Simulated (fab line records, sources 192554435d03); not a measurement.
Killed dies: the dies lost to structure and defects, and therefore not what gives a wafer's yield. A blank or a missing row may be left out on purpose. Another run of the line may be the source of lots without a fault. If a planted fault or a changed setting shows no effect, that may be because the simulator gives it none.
Split-lot study    flow n5-finfet    route with 1938 steps; 7 lots, 39 wafers read

== THE SPLIT ITSELF ==
At N5_SPACER0_ALD_08 (deposits SiNx, target thk 2 nm), the setting target-thk-a was moved away from the recipe's 20 angstrom on 12 of the 39 wafers read, by -6.9% to +13.1%. The other wafers ran this setting at the recipe's value.

== FROM THE SPLIT TO THE READING: what the file shows between them, 3 steps ==
- N5_SD_EPI_N_COAT_32: time 60 s, resist thk 350 nm
- N5_SD_EPI_N_STRIP_18: strips in SPM, time 750 s
- N5_SD_EPI_N_SRD_20: time 30 s

== THE READING ==
SiNx_of_SPACER0_ALD_08.thk-nm (the simulator's own value, which no gauge read), in nm, at N5_SD_EPI_N_PRECLEAN_48 (cleans in NF3:NH3, afs cycles 2, time 20 s, sublimation time 60 s). No usual value for it is given in the file. The 27 wafers here that ran the recipe average 1.3 nm, standard deviation 0.091 nm.

wafer   tool, chamber at the split  target-thk-a as run, angstrom  against the recipe  SiNx_of_SPACER0_ALD_08.thk-nm, nm  against lot-mates on the recipe
L074.1  ald-sin-02, 1,0,2           18.95                          -5.2%               1.2                                -0.2
L074.3  ald-sin-02, 1,0,2           18.95                          -5.2%               1.2                                -0.2
L074.4  ald-sin-02, 1,0,2           18.95                          -5.2%               1.2                                -0.2
L074.2  ald-sin-02, 3,0,1           20                             recipe              1.4                                -
L074.5  ald-sin-02, 3,0,1           20                             recipe              1.4                                -
L074.6  ald-sin-02, 3,0,1           20                             recipe              1.4                                -
L076.1  ald-sin-03, 2,1,0           20                             recipe              1.2                                -
L076.2  ald-sin-03, 3,3,2           18.63                          -6.9%               1.2                                -0.1
L076.5  ald-sin-03, 3,3,2           18.63                          -6.9%               1.2                                -0.1
L076.6  ald-sin-03, 3,3,2           18.63                          -6.9%               1.2                                -0.1
L076.3  ald-sin-03, 2,1,0           20                             recipe              1.4                                -
L076.4  ald-sin-03, 2,1,0           20                             recipe              1.4                                -
L078.1  ald-sin-02, 3,0,0           20                             recipe              1.2                                -
L078.2  ald-sin-02, 3,0,0           20                             recipe              1.4                                -
L078.5  ald-sin-02, 3,0,0           20                             recipe              1.4                                -
L080.1  ald-sin-02, 0,3,1,2,1,2     20                             recipe              1.4                                -
L080.2  ald-sin-02, 0,3,1,2,1,2     20                             recipe              1.2                                -
L080.3  ald-sin-02, 0,3,1,2,1,2     20                             recipe              1.2                                -
L080.4  ald-sin-02, 0,3,1,2,1,2     20                             recipe              1.2                                -
L080.5  ald-sin-02, 0,3,1,2,1,2     20                             recipe              1.2                                -
L080.6  ald-sin-02, 0,3,1,2,1,2     20                             recipe              1.2                                -
L093.1  ald-sin-02, 3,0,1,2,1,0     20                             recipe              1.2                                -
L093.2  ald-sin-02, 3,0,1,2,1,0     20                             recipe              1.2                                -
L093.3  ald-sin-02, 3,0,1,2,1,0     20                             recipe              1.2                                -
L093.4  ald-sin-02, 3,0,1,2,1,0     20                             recipe              1.2                                -
L093.5  ald-sin-02, 3,0,1,2,1,0     20                             recipe              1.2                                -
L093.6  ald-sin-02, 3,0,1,2,1,0     20                             recipe              1.2                                -
L094.1  ald-sin-02, 3,1,2           20                             recipe              1.2                                -
L094.3  ald-sin-02, 3,1,2           20                             recipe              1.2                                -
L094.6  ald-sin-02, 3,1,2           20                             recipe              1.2                                -
L094.2  ald-sin-02, 2,0,3           22.26                          +11.3%              1.6                                +0.4
L094.4  ald-sin-02, 2,0,3           22.26                          +11.3%              1.6                                +0.4
L094.5  ald-sin-02, 2,0,3           22.26                          +11.3%              1.6                                +0.4
L097.1  ald-sin-03, 3,2,2           20                             recipe              1.2                                -
L097.4  ald-sin-03, 3,2,2           20                             recipe              1.2                                -
L097.5  ald-sin-03, 3,2,2           20                             recipe              1.2                                -
L097.2  ald-sin-03, 1,0,3           22.63                          +13.1%              1.6                                +0.4
L097.3  ald-sin-03, 1,0,3           22.63                          +13.1%              1.6                                +0.4
L097.6  ald-sin-03, 1,0,3           22.63                          +13.1%              1.6                                +0.4
When a row names more than one chamber, that row covers several wafers, and the file does not tell which wafer ran in which chamber.

THE FIT
A straight line over all 39 wafers: SiNx_of_SPACER0_ALD_08.thk-nm changes by +0.0234 nm for each +1% of target-thk-a; r = +0.83; the points scatter about the line by 0.086 nm.
The same after taking each lot's own level away (the mean of its wafers on the recipe; 39 wafers): +0.0311 nm for each +1%; r = +0.95; scatter 0.056 nm.
Per that fit: largest target-thk-a move, reading shift of 0.41 nm.
Measured against the standard deviation above, the lots' own levels, which go from 1.20 to 1.40 nm, span 2.2 times it.
In other words, the slope is changed by the lot-to-lot level; the two fits disagree.
Check: +0.418 nm against its lot-mates is what the line predicts for one of the wafers moved furthest among these (+13.1%) when that wafer is left out of the fit. Against them it came out at +0.4 nm.

== OTHER SPLITS ON THESE WAFERS ==
These wafers also went through other splits before the reading. Each is held against what the fit with the lots' levels taken away leaves over:
other split on the same wafers         wafers away from the commonest value  r with SiNx_of_SPACER0_ALD_08.thk-nm (lot level and that fit taken away)
N5_WELL_APT_IMPLANT_31 energy-kev      12                                    -0.15
N5_FIN_SAQP_SPACER1_ALD_24 ald-cycles  15                                    +0.19
N5_DUMMY_GATE_ETCH_31 target-depth-a   15                                    +0.22
N5_DUMMY_GATE_ETCH_44 target-depth-a   12                                    +0.00

== FILE'S OWN FIT ==
SiNx_of_SPACER0_ALD_08.thk-nm changes by +0.0313 nm for each +1% of target-thk-a, r = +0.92.
